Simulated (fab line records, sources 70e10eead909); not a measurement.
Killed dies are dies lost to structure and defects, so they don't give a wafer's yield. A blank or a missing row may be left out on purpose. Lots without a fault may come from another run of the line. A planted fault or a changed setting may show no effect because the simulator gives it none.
Chamber matching | flow nand_harc | NHARC_A_BONDPAD_ETCH_34 on rie_diel-04: 4 sister chambers
The step etches the open film in N2/H2, target depth 60 nm, overetch 18 nm, time 65.91 s. 36 wafers are shown with their chamber, then 12 later ones without.

WAFERS WITH THEIR CHAMBER
wafer  | chamber | rf_vpp_V (V) | rf_fwd_power_W (W) | oes_product_au (a.u.)
L075.1 | 3       | 429          | 397.9              | 1.000
L075.2 | 2       | 427          | 393.3              | 1.006
L075.4 | 0       | 427          | 395.8              | 1.010
L074.1 | 2       | 426          | 394.1              | 1.008
L074.3 | 1       | 435          | 397.8              | 0.993
L074.4 | 0       | 428          | 396.1              | 0.995
L077.1 | 2       | 427          | 394.8              | 1.016
L077.3 | 1       | 436          | 396.1              | 0.998
L077.4 | 3       | 429          | 396.6              | 1.017
L076.1 | 0       | 428          | 397.8              | 1.008
L076.2 | 1       | 435          | 397.9              | 1.004
L076.6 | 1       | 434          | 396.5              | 1.000
L078.2 | 2       | 427          | 395.4              | 1.012
L078.3 | 3       | 428          | 394.9              | 1.014
L078.5 | 1       | 436          | 397.1              | 1.009
L080.4 | 0       | 427          | 397.0              | 1.005
L080.5 | 0       | 427          | 396.4              | 1.003
L080.6 | 1       | 435          | 397.6              | 0.991
L079.3 | 2       | 428          | 395.8              | 1.012
L079.4 | 3       | 427          | 396.7              | 1.003
L079.6 | 2       | 427          | 395.3              | 1.011
L081.1 | 0       | 425          | 397.9              | 0.999
L081.2 | 1       | 435          | 396.6              | 1.006
L081.5 | 2       | 426          | 397.5              | 1.017
L082.2 | 1       | 434          | 395.3              | 0.995
L082.3 | 0       | 426          | 396.8              | 0.987
L082.5 | 2       | 427          | 394.7              | 1.019
L083.1 | 3       | 429          | 395.4              | 1.003
L083.3 | 1       | 434          | 397.2              | 1.000
L083.5 | 0       | 427          | 395.7              | 0.998
L086.1 | 0       | 427          | 396.5              | 1.011
L086.5 | 1       | 434          | 395.3              | 1.000
L086.6 | 0       | 427          | 397.4              | 1.021
L084.2 | 0       | 427          | 395.8              | 1.012
L084.3 | 2       | 427          | 395.0              | 1.006
L084.6 | 1       | 434          | 396.7              | 1.006

SIGNATURES (means of the wafers above)
reading        | chamber 0 | chamber 1 | chamber 2 | chamber 3 | scatter within a chamber
rf_vpp_V       | 426.91    | 434.73    | 426.89    | 428.40    | 0.774
rf_fwd_power_W | 396.655   | 396.736   | 395.100   | 396.300   | 0.984
oes_product_au | 1.00445   | 1.00018   | 1.01189   | 1.00740   | 0.00712
Rule: a wafer's distance from a chamber is the root of the sum, over the readings, of the square of ((its reading less the chamber's mean) divided by the reading's scatter). The wafer belongs to the nearest chamber; if the next one is less than 2 further off, it can't be placed. The scatter: the root of (the sum of the squares of (reading less its chamber's mean) over the shown wafers, divided by (wafers less chambers)).

WAFERS WITHOUT THEIR CHAMBER
wafer  | rf_vpp_V (V) | rf_fwd_power_W (W) | oes_product_au (a.u.)
L094.3 | 433          | 395.9              | 1.008
L094.4 | 426          | 398.1              | 1.010
L094.5 | 427          | 397.1              | 1.015
L093.2 | 426          | 395.4              | 1.005
L093.4 | 434          | 395.6              | 1.005
L093.6 | 435          | 397.1              | 1.010
L095.1 | 435          | 397.7              | 1.009
L095.2 | 425          | 396.1              | 1.012
L095.5 | 435          | 397.1              | 1.009
L097.2 | 428          | 393.3              | 1.011
L097.3 | 434          | 396.5              | 0.995
L097.6 | 435          | 394.6              | 1.007

WHICH CHAMBER EACH WENT THROUGH
wafer  | from the rows above          | in truth
L094.3 | 1                            | 1
L094.4 | can't be placed: 0 or 2 or 3 | 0
L094.5 | can't be placed: 0 or 2 or 3 | 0
L093.2 | can't be placed: 2 or 0 or 3 | 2
L093.4 | 1                            | 1
L093.6 | 1                            | 1
L095.1 | 1                            | 1
L095.2 | can't be placed: 2 or 0 or 3 | 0
L095.5 | 1                            | 1
L097.2 | can't be placed: 2 or 3 or 0 | 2
L097.3 | 1                            | 1
L097.6 | 1                            | 1
Placed correctly: 7 of 12. Can't be placed from these rows: 5 (the true chamber is among the candidates in 5). Placed wrongly: 0.
